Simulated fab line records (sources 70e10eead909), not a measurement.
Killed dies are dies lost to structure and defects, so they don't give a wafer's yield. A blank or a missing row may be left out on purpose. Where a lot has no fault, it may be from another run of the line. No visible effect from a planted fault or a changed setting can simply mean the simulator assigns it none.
One fault seen from 2 desks | flow nand_harc | only its own numbers are on each desk; what lay behind them is given at the end

## METROLOGY DESK
Lot by lot, what the gauges showed, no matter which tool ran the lot: averages of those sampled wafers that carry a number. Any lot whose mean is over 4 standard deviations away from the usual mean is out of limits and marked OUT; that distance is given in the brackets.
Columns: A = cd_nm at NHARC_A_CONTACT_CD_MEAS_69, usual 299.9 nm
lot  | first seen here | A
L176 | day 22 11:44    | 300.1
L178 | day 22 15:43    | 299.5
L179 | day 23 03:08    | 300.4
L184 | day 24 21:50    | 300.3
L187 | day 27 05:29    | 307.0 (+12) OUT
L191 | day 27 20:19    | 299.4
L190 | day 27 23:53    | 305.5 (+9.5) OUT
L193 | day 28 23:04    | 299.9
L197 | day 30 14:58    | 299.6
L199 | day 30 17:05    | 299.9
This desk's verdict: out of limits on L187, L190, starting with L187 at day 27 05:29 (cd_nm at NHARC_A_CONTACT_CD_MEAS_69). Within limits: L176, L178, L179, L184, L191, L193, L197, L199.

## FOR THE TOOL OWNER'S DESK: arfi_scanner-01
The tool's own readings at NHARC_A_CONTACT_EXPOSE_66 (exposes mask A CC 2): means of the sampled wafers that have a number, for each lot that ran on this tool. Any lot whose mean is over 4 standard deviations away from the usual mean is out of limits and marked OUT; that distance is given in the brackets.
Columns: A = exposure_dose_mJ_cm2 at NHARC_A_CONTACT_EXPOSE_66, usual 58.95
lot  | first seen here | A
L187 | day 27 05:21    | 67.26 (+99 or more) OUT
L190 | day 27 23:44    | 65.59 (+99 or more) OUT
This desk's verdict: out of limits on L187, L190, starting with L187 at day 27 05:21 (exposure_dose_mJ_cm2 at NHARC_A_CONTACT_EXPOSE_66). In limits: none.

## TAKEN TOGETHER
An alarm could have come from the tool owner's desk at day 27 05:21, on L187, L190.
The metrology desk could have raised an alarm at day 27 05:29, on L187, L190.
Every lot named ran NHARC_A_CONTACT_EXPOSE_66 on arfi_scanner-01.

## WHAT THE SIMULATOR PUT IN
Process parameters drifting: arfi_scanner-01 at NHARC_A_CONTACT_EXPOSE_66, beginning at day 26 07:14. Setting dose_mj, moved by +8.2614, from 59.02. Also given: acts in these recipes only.
Shown lots that were struck: L187, L190.
Time in hours from fault onset to the first out-of-limits reading at each desk: tool owner's desk 22, metrology desk 22.
